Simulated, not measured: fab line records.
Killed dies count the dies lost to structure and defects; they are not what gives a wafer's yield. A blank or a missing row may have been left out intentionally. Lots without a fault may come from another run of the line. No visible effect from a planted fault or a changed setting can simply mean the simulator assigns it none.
Split-lot study    flow n5 finfet    route with 1938 steps; 7 lots, 21 wafers read

## THE SPLIT ITSELF
At N5_HKMG_FIN_HK_ALD_01 (deposits HfO2, target thk 1.6 nm, pulse time 3 s, purge time 3 s), the setting ald cycles was moved away from the recipe's 30 on 2 of the 21 wafers read, by -6.7% to +13.3%. For the rest of the wafers, this setting stayed at what the recipe calls for.

## FROM THE SPLIT TO THE READING: what the file shows between them, 11 steps
- N5_HKMG_FIN_COAT_43: resist thk 90 nm (also split here: spin rpm)
- N5_HKMG_FIN_EBR_45
- N5_HKMG_FIN_SOFTBAKE_44: time 60 s
- N5_HKMG_FIN_EXPOSE_46: exposes mask NDIPOLE
- N5_HKMG_FIN_PEB_47: peb time 60 s
- N5_HKMG_FIN_DEVELOP_48: develop time 30 s
- N5_HKMG_FIN_DESCUM_53: chemistry O2, time 7.9 s
- N5_HKMG_FIN_ETCH_54: etches SiARC in CF4, target depth 45.5 nm, time 75.8 s
- N5_HKMG_FIN_ETCH_55: etches SOC in N2/H2, target depth 240 nm, time 300 s
- N5_HKMG_FIN_WET_ETCH_82: etches La2O3 in dHCl, stops on HfO2, target depth 2 nm, rinse time 30 s
- N5_HKMG_FIN_ALD_36: deposits TiN, target thk 1 nm, pulse time 1 s, purge time 3 s

## THE READING
HK_THK, in nm, at N5_HKMG_FIN_THK_MEAS_70 (measures by xrf). Typical for fault-free wafers on this fab line: 1.601 nm, with standard deviation 0.024 nm.

wafer   tool, chamber at the split  ald cycles as run  against the recipe  HK_THK, nm  against lot-mates on the recipe
L078.2  ald hk-02, 0,3              30                 recipe              1.600       -
L078.5  ald hk-02, 0,3              30                 recipe              1.604       -
L078.6  ald hk-02, 2                34                 +13.3%              1.795       +0.193
L080.2  ald hk-01, 0,3,1            30                 recipe              1.620       -
L080.4  ald hk-01, 0,3,1            30                 recipe              1.600       -
L080.5  ald hk-01, 0,3,1            30                 recipe              1.606       -
L081.1  ald hk-01, 3,2,1            30                 recipe              1.603       -
L081.3  ald hk-01, 3,2,1            30                 recipe              1.611       -
L081.4  ald hk-01, 3,2,1            30                 recipe              1.629       -
L082.1  ald hk-03, 1,2,3            30                 recipe              1.636       -
L082.3  ald hk-03, 1,2,3            30                 recipe              1.602       -
L082.4  ald hk-03, 1,2,3            30                 recipe              1.599       -
L084.1  ald hk-03, 0,1,2            30                 recipe              1.636       -
L084.2  ald hk-03, 0,1,2            30                 recipe              1.608       -
L084.5  ald hk-03, 0,1,2            30                 recipe              1.615       -
L093.3  ald hk-02, 0,2              30                 recipe              1.605       -
L093.4  ald hk-02, 0,2              30                 recipe              1.590       -
L093.5  ald hk-02, 1                28                 -6.7%               1.507       -0.091
L094.2  ald hk-01, 2,1,0            30                 recipe              1.613       -
L094.3  ald hk-01, 2,1,0            30                 recipe              1.592       -
L094.4  ald hk-01, 2,1,0            30                 recipe              1.631       -
The file does not say which wafer passed through which chamber wherever a row lists several chambers: such a row stands for several wafers.

FIT RESULTS
A straight line over all 21 wafers: HK_THK changes by +0.0142 nm for each +1% of ald cycles; r = +0.96; the points scatter about the line by 0.014 nm.
The same after taking each lot's own level away (the mean of its wafers on the recipe; 21 wafers): +0.0143 nm for each +1%; r = +0.97; scatter 0.012 nm.
According to that fit, moving ald cycles by its largest amount changes the reading by 0.19 nm.
The span of the lots' own levels, 1.5975 to 1.6197 nm, comes to 0.9 times the standard deviation stated above.
The two slopes are in agreement: the lot-to-lot level therefore moves the slope only a little.
Check: +0.181 nm against its lot-mates is what the line predicts for one of the wafers moved furthest among these (+13.3%) when that wafer is left out of the fit. Against them it came out at +0.193 nm.

## FURTHER SPLITS ON THESE WAFERS
Note: prior to the reading, these wafers also went through further splits. Each is held against what the fit with the lots' levels taken away leaves over:
other split on the same wafers  wafers away from the commonest value  r with HK_THK (lot level and that fit taken away)
N5_SDB_EXPOSE_08 dose mj        8                                     -0.17
N5_HKMG_FIN_COAT_43 spin rpm    9                                     -0.26

## THE FILE'S OWN FIT
HK_THK changes by +0.0143 nm for each +1% of ald cycles, r = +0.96.
